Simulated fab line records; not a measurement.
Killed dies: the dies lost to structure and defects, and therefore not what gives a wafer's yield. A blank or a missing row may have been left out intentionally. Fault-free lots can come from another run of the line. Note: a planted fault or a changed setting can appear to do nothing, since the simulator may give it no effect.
The tool behind it: which one? -- flow n5Finfet -- 12 lots with 36 wafers sampled at 2 steps, on a route of 1938 steps

WHAT THE GAUGES READ, wafer by wafer
N5_ZERO_LAYER_INSPECT_20: inspects for defects (darkfield).
lot,measured,on,rawDefectCount
L075,day 1 19:40,defectInspect-01,37 45 42
L077,day 2 07:16,defectInspect-02,46 36 35
L079,day 2 19:45,defectInspect-01,55 9 34
L081,day 3 07:15,defectInspect-02,74 36 52
L083,day 3 19:26,defectInspect-01,19 14 21
L085,day 4 07:15,defectInspect-01,62 58 51
L087,day 4 19:23,defectInspect-02,76 57 88
L089,day 5 07:35,defectInspect-02,43 29 22
L091,day 5 19:23,defectInspect-02,39 18 43
L093,day 6 07:34,defectInspect-02,11 17 39
L095,day 6 19:24,defectInspect-01,14 36 21
L097,day 7 07:19,defectInspect-02,31 25 23

TOOL THAT RAN EACH LOT (tool first, then ch and the chambers of the sampled wafers, then the start)
lot,N5_ZERO_LAYER_STRIP_24
L075,"plasmaAsher-01 ch 0,1, day 1 19:18"
L077,"plasmaAsher-02 ch 0,1, day 2 06:55"
L079,"plasmaAsher-02 ch 0,1, day 2 19:23"
L081,"plasmaAsher-01 ch 0,1, day 3 06:53"
L083,"plasmaAsher-02 ch 0,1, day 3 19:04"
L085,"plasmaAsher-02 ch 0,1, day 4 06:53"
L087,"plasmaAsher-01 ch 0,1, day 4 19:02"
L089,"plasmaAsher-02 ch 0,1, day 5 07:13"
L091,"plasmaAsher-02 ch 0,1, day 5 19:01"
L093,"plasmaAsher-02 ch 0,1, day 6 07:13"
L095,"plasmaAsher-01 ch 0,1, day 6 19:02"
L097,"plasmaAsher-01 ch 0,1, day 7 06:56"
- N5_ZERO_LAYER_STRIP_24: strips in O2.

THE ANSWER, worked out from the rows above alone
Rule: the usual values come from the lots themselves. The widest of any qualifying gaps counts: lots, ordered by their means at a reading, are off when they make up no more than a third of the lots, leave a main group of 4 or more, and stand apart from it by 3 or more times the standard deviation of that group's means. The tables above print the reading to a certain number of digits; a main group whose means all agree to those digits is not used. A lot without any number at a reading at which 4 lots or more have one is off too. All remaining lots with rows at the step are treated as sound.
Nothing can be told from this: no lot is off at any reading shown.

WHAT HAD BEEN PUT IN BY THE SIMULATOR
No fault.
